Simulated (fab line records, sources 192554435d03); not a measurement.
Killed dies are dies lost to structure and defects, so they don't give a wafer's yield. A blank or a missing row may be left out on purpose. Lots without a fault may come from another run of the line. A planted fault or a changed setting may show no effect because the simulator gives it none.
A struck lot beside a sound one | flow n5_finfet | 15 steps out of a route of 1938
Sound: wafers L896.1, L896.2, L896.3. Struck: wafers L886.1, L886.4, L886.5. The cause comes at the end.
At each step with rows: each side's tool, then ch and its chambers, then its first start. Under that, the readings that differ: sound wafers | struck wafers | difference of the means | sigmas: that difference in standard deviations of wafers without a fault.
alike: readings whose means differ by less than 2 such deviations, and words and numbers that are the same on both sides. not compared: withheld readings, readings that some wafer has no value for, bounds like >300 that may hide the same value, and numbers for which the record gives no deviation and whose values overlap.
The two part at a step that has a row with sigmas, a row that says differs or no value, or rows on one side only. Numbers that don't overlap but have no deviation are shown without sigmas and don't part them. A reading that every wafer of one side lacks parts them only if that side has two wafers or more.

first, 9 steps without rows for these wafers: N5_BEOL_M2_COAT_76 (time 60 s, resist thk 5 nm); N5_BEOL_M2_COAT_22 (resist thk 30 nm); N5_BEOL_M2_EBR_24; N5_BEOL_M2_SOFTBAKE_23 (time 60 s); N5_BEOL_M2_EXPOSE_25 (exposes mask V1, defocus 5 nm); N5_BEOL_M2_PEB_26 (peb time 60 s); N5_BEOL_M2_DEVELOP_27 (develop time 30 s); N5_BEOL_M2_DESCUM_33 (chemistry O2, time 7 s); N5_BEOL_M2_ETCH_77 (etches underlayer in N2/H2, target depth 6.5 nm, time 5.2 s).
N5_BEOL_M2_ETCH_69: etches SiARC in CF4, target depth 15.6 nm, time 26 s.
  sound on rie_diel-03 ch 0,1,2, day 12 13:41; struck on rie_diel-05 ch 2,3, day 9 23:04
  no value came back on the struck wafers for any of 9 readings (bias_w (W), cf4_flow_sccm (sccm) and others); on the sound wafers bias_w (W) reads 36.01 35.89 35.90
  reading                                      | sound        | struck         | difference | sigmas
  model.CAR-EUV_of_BEOL_M2_COAT_22.thk_nm (nm) | 11.2 11 11.2 | 20.4 20.2 20.4 | +9.2       |
then, 1 step without rows for these wafers: N5_BEOL_M2_ALD_98 (deposits SiO2, target thk 2.5 nm, pulse time 1 s, co reactant pulse time 1 s).
N5_BEOL_M2_ETCHBACK_99: etches SiO2 in CHF3, target depth 5 nm, time 10.4 s.
  sound on rie_diel-05 ch 1,2,3, day 12 14:43; struck on rie_diel-01 ch 0,2,3, day 10 02:50
  reading                                      | sound             | struck            | difference | sigmas
  oes_product_au (a.u.)                        | 0.70 0.90 0.67    | 0.36 0.30 0.30    | -0.44      | -6
  rf_vpp_V (V)                                 | 237.6 237.1 236.5 | 243.4 244.3 241.4 | +6.0       | +3
  throttle_valve_pct (%)                       | 17.30 16.77 17.30 | 16.44 16.81 16.72 | -0.47      | -2
  model.CAR-EUV_of_BEOL_M2_COAT_22.thk_nm (nm) | 10.6 10.2 10.4    | 19.6 19.6 19.6    | +9.2       |
  alike: drypump_motor_current_A, showerhead_plenum_p_Torr
  not compared: rf_hours_counter_h
N5_BEOL_M2_ETCH_70: etches SOC in N2/H2, target depth 80 nm, overetch 24 nm, time 130 s.
  sound on rie_diel-05 ch 1,2,3, day 12 14:45; struck on rie_diel-01 ch 0,2,3, day 10 02:52
  reading               | sound          | struck         | difference | sigmas
  oes_product_au (a.u.) | 0.52 0.66 0.50 | 0.35 0.30 0.30 | -0.24      | -5
  alike: bias_w, chamber_pressure_mTorr, drypump_motor_current_A, rf_vpp_V, showerhead_plenum_p_Torr, throttle_valve_pct
  not compared: rf_hours_counter_h
N5_BEOL_M4_RC_MEAS_101:
  the record has rows for the sound wafers here (prober-01 ch 0, day 13 19:11) and none for the struck ones
-- the record jumps here: 6 days lie between the struck wafers' starts before and after (it left off in module BEOL_M4 and takes up again in module PASSIVATION, whose first step shown is number 1936 of the route) --
N5_PASSIVATION_PROBE_49:
  the record has rows for the struck wafers here (prober-01, day 15 19:54) and none for the sound ones

WHERE THEY PART
First at N5_BEOL_M2_ETCH_69; last, within this record, at N5_PASSIVATION_PROBE_49.

WHY: what the simulator had put in
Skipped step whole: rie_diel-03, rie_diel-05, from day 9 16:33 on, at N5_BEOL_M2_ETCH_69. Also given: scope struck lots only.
